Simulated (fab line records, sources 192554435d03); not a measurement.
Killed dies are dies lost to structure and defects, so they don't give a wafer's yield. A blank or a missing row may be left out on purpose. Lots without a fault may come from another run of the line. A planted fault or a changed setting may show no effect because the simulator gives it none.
Chamber matching | flow n5_finfet | N5_BEOL_M2_ETCH_77 on rie_diel-05: 4 sister chambers
The step etches underlayer in N2/H2, target depth 6.5 nm, time 5.2 s. 7 wafers are shown with their chamber, then 8 later ones without.

WAFERS WITH THEIR CHAMBER
wafer  | chamber | showerhead_plenum_p_Torr (Torr) | throttle_valve_pct (%)
L077.4 | 0       | 2.58                            | 17.67
L077.5 | 1       | 2.48                            | 17.54
L077.6 | 2       | 2.64                            | 18.01
L084.1 | 0       | 2.57                            | 17.72
L084.3 | 2       | 2.63                            | 18.05
L084.4 | 3       | 2.48                            | 17.35
L085.1 | 1       | 2.47                            | 17.62

WAFERS WITHOUT THEIR CHAMBER
wafer  | showerhead_plenum_p_Torr (Torr) | throttle_valve_pct (%)
L085.4 | 2.48                            | 17.39
L085.6 | 2.63                            | 18.06
L092.1 | 2.47                            | 17.61
L092.2 | 2.48                            | 17.39
L092.4 | 2.57                            | 17.75
L096.2 | 2.47                            | 17.64
L096.5 | 2.63                            | 18.06
L096.6 | 2.47                            | 17.40

WHICH CHAMBER EACH WENT THROUGH
wafer  | from the rows above | in truth
L085.4 | 3                   | 3
L085.6 | 2                   | 2
L092.1 | 1                   | 1
L092.2 | 3                   | 3
L092.4 | 0                   | 0
L096.2 | 1                   | 1
L096.5 | 2                   | 2
L096.6 | 3                   | 3
Placed correctly: 8 of 8. Can't be placed from these rows: 0. Placed wrongly: 0.
How it was worked out, from the rows above alone: a wafer's distance from a chamber is the root of the sum, over the readings, of the square of ((its reading less the chamber's mean) divided by the reading's scatter). The wafer belongs to the nearest chamber; if the next one is less than 2 further off, it can't be placed. A chamber's mean is the mean of its shown wafers. The scatter: the root of (the sum of the squares of (reading less its chamber's mean) over the shown wafers, divided by (wafers less chambers)).
